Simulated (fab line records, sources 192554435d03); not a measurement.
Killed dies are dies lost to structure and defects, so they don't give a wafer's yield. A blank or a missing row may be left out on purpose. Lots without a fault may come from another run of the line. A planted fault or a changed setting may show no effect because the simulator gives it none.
Which tool did it? | flow n5_finfet | 10 lots, 28 wafers sampled, at 5 steps of a route of 1938

WHAT THE GAUGES READ, wafer by wafer
N5_BEOL_M1_RS_MEAS_58: measures by four-point-probe. Usual: M1_RS 0.67 ohm/sq, standard deviation 0.034.
lot  | measured     | on            | M1_RS (ohm/sq) | flag
L777 | day 6 15:44  | film_metro-01 | 0.67 0.70 0.63 |
L778 | day 6 18:54  | film_metro-01 | 0.66 0.65 0.62 |
L780 | day 7 07:20  | film_metro-01 | 0.63 0.62 0.60 |
L781 | day 7 12:32  | film_metro-01 | 0.69 0.67 0.67 |
L782 | day 7 15:51  | film_metro-01 | 0.67 0.69 0.66 |
L791 | day 11 14:05 | film_metro-01 | 0.66 0.68 0.62 |
L797 | day 11 17:01 | film_metro-01 | 0.68 0.68 0.66 |
L793 | day 11 19:05 | film_metro-02 | 0.67 0.69 0.67 |
L790 | day 11 21:05 | film_metro-02 | 0.70 0.72      |
L796 | day 11 23:40 | film_metro-01 | 0.68 0.64      |

N5_BEOL_M1_INSPECT_59: inspects for defects (darkfield). Usual: raw_defect_count 66, standard deviation 21.
lot  | measured     | on                | raw_defect_count | flag
L777 | day 6 15:46  | defect_inspect-01 | 76 62 39         |
L778 | day 6 18:55  | defect_inspect-01 | 118 81 86        |
L780 | day 7 07:22  | defect_inspect-01 | 78 94 79         |
L781 | day 7 12:33  | defect_inspect-01 | 61 60 66         |
L782 | day 7 15:53  | defect_inspect-01 | 91 55 69         |
L791 | day 11 14:07 | defect_inspect-02 | 34 26 23         |
L797 | day 11 17:02 | defect_inspect-01 | 72 104 64        |
L793 | day 11 19:06 | defect_inspect-01 | 98 57 61         |
L790 | day 11 21:07 | defect_inspect-01 | 69 68            |
L796 | day 11 23:41 | defect_inspect-01 | 66 86            |

N5_BEOL_M2_CD_MEAS_18: pitch 36 nm, target cd 18 nm. Usual: cd_nm 18.05 nm, standard deviation 0.28.
lot  | measured     | on        | cd_nm (nm)        | flag
L777 | day 6 17:22  | cd_sem-03 | 18.18 17.94 17.73 |
L778 | day 6 20:39  | cd_sem-02 | 18.27 18.31 18.22 |
L780 | day 7 09:27  | cd_sem-03 | 18.37 18.22 18.26 |
L781 | day 7 16:10  | cd_sem-03 | 17.88 18.50 18.27 |
L782 | day 7 18:17  | cd_sem-01 | 18.35 17.78 17.96 |
L791 | day 11 16:10 | cd_sem-03 | 18.04 17.88 18.31 |
L797 | day 11 20:01 | cd_sem-02 | 17.45 18.25 17.70 |
L793 | day 11 20:38 | cd_sem-03 | 17.75 18.07 17.81 |
L790 | day 12 00:09 | cd_sem-03 | 17.72 17.95       |
L796 | day 12 03:15 | cd_sem-02 | 18.41 18.24       |

N5_BEOL_M4_RC_MEAS_101. Usual: DIBL_N 36.3 mV/V, standard deviation 1.9; DIBL_P 36.0 mV/V, standard deviation 2.1; IOFF_N 0.16 nA/um, standard deviation 0.031; IOFF_P 0.21 nA/um, standard deviation 0.035; ION_N 675 uA/um, standard deviation 14; ION_P 464 uA/um, standard deviation 8.5; SS_N 71.5 mV/dec, standard deviation 0.6; SS_P 73.3 mV/dec, standard deviation 0.72; VT_N 250 mV, standard deviation 3.2; VT_P -250 mV, standard deviation 3.1.
lot  | measured     | on        | DIBL_N (mV/V)  | DIBL_P (mV/V)  | IOFF_N (nA/um) | IOFF_P (nA/um) | ION_N (uA/um) | ION_P (uA/um) | SS_N (mV/dec)  | SS_P (mV/dec)  | VT_N (mV)   | VT_P (mV)      | flag
L777 | day 7 18:26  | prober-02 | 37.9 38.2 37.5 | 38.3 39.7 38.2 | 0.19 0.21 0.19 | 0.27 0.31 0.27 | 683 705 688   | 472 484 470   | 71.8 71.7 71.7 | 74.1 74.4 74.0 | 247 245 245 | -245 -244 -246 |
L778 | day 8 05:31  | prober-02 | 33.9 36.2 35.7 | 34.2 36.9 35.3 | 0.12 0.16 0.14 | 0.18 0.23 0.21 | 658 668 656   | 458 462 454   | 71.0 71.5 70.8 | 72.4 73.3 72.4 | 252 250 252 | -251 -248 -249 |
L780 | day 8 15:01  | prober-01 | 34.5 34.5 39.1 | 36.0 36.8 41.7 | 0.14 0.14 0.24 | 0.19 0.20 0.29 | 691 673 698   | 475 464 470   | 70.4 70.9 71.9 | 73.7 74.3 74.9 | 249 251 242 | -252 -250 -247 |
L781 | day 8 18:02  | prober-02 | 36.8 35.1 34.9 | 36.4 34.4 34.6 | 0.15 0.13 0.13 | 0.20 0.18 0.18 | 654 664 668   | 452 455 459   | 72.1 70.7 71.4 | 73.0 72.6 73.1 | 254 253 253 | -254 -253 -253 |
L782 | day 9 00:40  | prober-01 | 34.9 33.6 33.5 | 35.4 34.7 34.3 | 0.14 0.13 0.14 | 0.21 0.20 0.21 | 667 671 681   | 468 470 480   | 71.2 71.3 71.0 | 72.8 72.7 72.3 | 249 250 249 | -248 -248 -247 |
L791 | day 12 21:15 | prober-01 | 37.7 36.4 37.2 | 35.8 34.5 34.4 | 0.17 0.15 0.16 | 0.22 0.19 0.19 | 691 675 676   | 473 462 460   | 72.6 72.1 72.3 | 73.5 72.9 72.9 | 248 250 251 | -246 -251 -251 |
L797 | day 13 01:41 | prober-01 | 35.2 35.7 37.2 | 36.5 36.8 39.7 | 0.14 0.16 0.19 | 0.17 0.18 0.22 | 678 681 698   | 458 457 471   | 70.4 71.7 72.5 | 72.9 73.2 73.5 | 248 248 246 | -257 -254 -250 |
L793 | day 13 07:18 | prober-02 | 39.3 36.0 36.2 | 40.2 35.6 36.0 | 0.22 0.15 0.15 | 0.29 0.19 0.20 | 696 694 686   | 484 475 472   | 72.3 70.8 71.5 | 74.4 73.4 73.3 | 246 249 249 | -245 -251 -252 |
L790 | day 14 08:13 | prober-02 | 37.9 36.8      | 38.7 35.7      | 0.19 0.15      | 0.26 0.21      | 674 676       | 468 469       | 71.9 71.6      | 74.0 73.9      | 250 251     | -248 -250      |
L796 | day 14 09:01 | prober-01 | 36.4 36.8      | 36.4 38.3      | 0.18 0.19      | 0.21 0.24      | 668 685       | 460 466       | 72.1 71.9      | 73.0 74.0      | 249 247     | -249 -248      |

WHICH TOOL RAN EACH LOT (tool, then ch and the chambers of the sampled wafers, then the start)
lot  | N5_BEOL_M2_ETCH_63
L777 | rie_diel-02 ch 0,2, day 6 16:52
L778 | rie_diel-02 ch 0,2,3, day 6 20:16
L780 | rie_diel-04 ch 0,3, day 7 08:51
L781 | rie_diel-03 ch 1,3, day 7 15:37
L782 | rie_diel-03 ch 1,3, day 7 17:53
L791 | rie_diel-03 ch 0,1,2, day 11 15:47
L797 | rie_diel-04 ch 1,3, day 11 19:37
L793 | rie_diel-04 ch 1,3, day 11 20:14
L790 | rie_diel-04 ch 1,3, day 11 23:46
L796 | rie_diel-04 ch 1,2, day 12 02:50
- N5_BEOL_M2_ETCH_63: etches SiARC in CF4, target depth 15.6 nm, time 26 s.

WHAT THE TOOLS THEMSELVES READ (means of the sampled wafers that have a number; where no wafer has one, the mark that the record gives instead)
N5_BEOL_M2_ETCH_63. Usual: bias_w 36.00 W, standard deviation 0.098; drypump_motor_current_A 5.9 A, standard deviation 0.44; etch_rf_on_time_s 25.8 s, standard deviation 0.93; oes_product_au 0.69 a.u., standard deviation 0.073; rf_vpp_V 184.0 V, standard deviation 1.2; showerhead_plenum_p_Torr 2.15 Torr, standard deviation 0.082; throttle_valve_pct 15.61 %, standard deviation 0.27.
lot  | tool        | bias_w (W) | drypump_motor_current_A (A) | etch_rf_on_time_s (s) | oes_product_au (a.u.) | rf_vpp_V (V) | showerhead_plenum_p_Torr (Torr) | throttle_valve_pct (%) | flag
L777 | rie_diel-02 | 36.01      | 6.1                         | 25.4                  | 0.68                  | 184.9        | 2.19                            | 15.57                  |
L778 | rie_diel-02 | 35.98      | 6.2                         | 26.2                  | 0.70                  | 184.5        | 2.16                            | 15.57                  |
L780 | rie_diel-04 | 35.95      | 5.6                         | 24.7                  | 0.78                  | 182.9        | 2.10                            | 15.27                  |
L781 | rie_diel-03 | 35.91      | 5.6                         | 26.2                  | 0.74                  | 184.8        | 2.24                            | 15.46                  |
L782 | rie_diel-03 | 35.98      | 5.6                         | 26.4                  | 0.73                  | 184.6        | 2.24                            | 15.45                  |
L791 | rie_diel-03 | 35.96      | 5.6                         | 26.6                  | 0.70                  | 184.5        | 2.19                            | 15.71                  |
L797 | rie_diel-04 | 36.02      | 6.0                         | 25.2                  | 0.73                  | 184.0        | 2.15                            | 15.56                  |
L793 | rie_diel-04 | 36.02      | 5.6                         | 21.8                  | 0.83                  | 184.5        | 2.11                            | 15.44                  | OFF
L790 | rie_diel-04 | 35.95      | 5.8                         | 19.9                  | 0.88                  | 182.8        | 2.13                            | 15.50                  | OFF
L796 | rie_diel-04 | 35.94      | 6.3                         | 20.4                  | 0.78                  | 183.2        | 2.10                            | 15.92                  | OFF

THE ANSWER, worked out from the rows above alone
Rule: a lot is off if the mean of its wafers that have a number lies more than 3 standard deviations from the usual mean. A lot without any number at a reading at which 4 lots or more have one is off too. The other lots that the step has rows for count as sound. The gauges are gone through in route order, then the tools' own readings, and for those a lot's mean is taken as printed above. The first step at which some lot is off is used, and at that step the reading that is off furthest; a lot without a number counts as furthest.
Off: L793, L790, L796, at N5_BEOL_M2_ETCH_63 (etch_rf_on_time_s).
A tool fits if, at that step or a process step before it, it ran every lot that is off, and no sound lot after the first of them. One fits: rie_diel-04 at N5_BEOL_M2_ETCH_63. Its last sound lot is L797 (day 11 19:37), its first lot that is off L793 (day 11 20:14): a fault that began between those two fits.
The tool's own readings at N5_BEOL_M2_ETCH_63 bear it out: on the lots that are off they differ by more than 5 times the standard deviation of the sound lots' means. etch_rf_on_time_s reads 20.7 s there against 25.8 s on the sound lots.

WHAT THE SIMULATOR HAD PUT IN
Process parameter drift: rie_diel-04, from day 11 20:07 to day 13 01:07, at N5_BEOL_M2_ETCH_63. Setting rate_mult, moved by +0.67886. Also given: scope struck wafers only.
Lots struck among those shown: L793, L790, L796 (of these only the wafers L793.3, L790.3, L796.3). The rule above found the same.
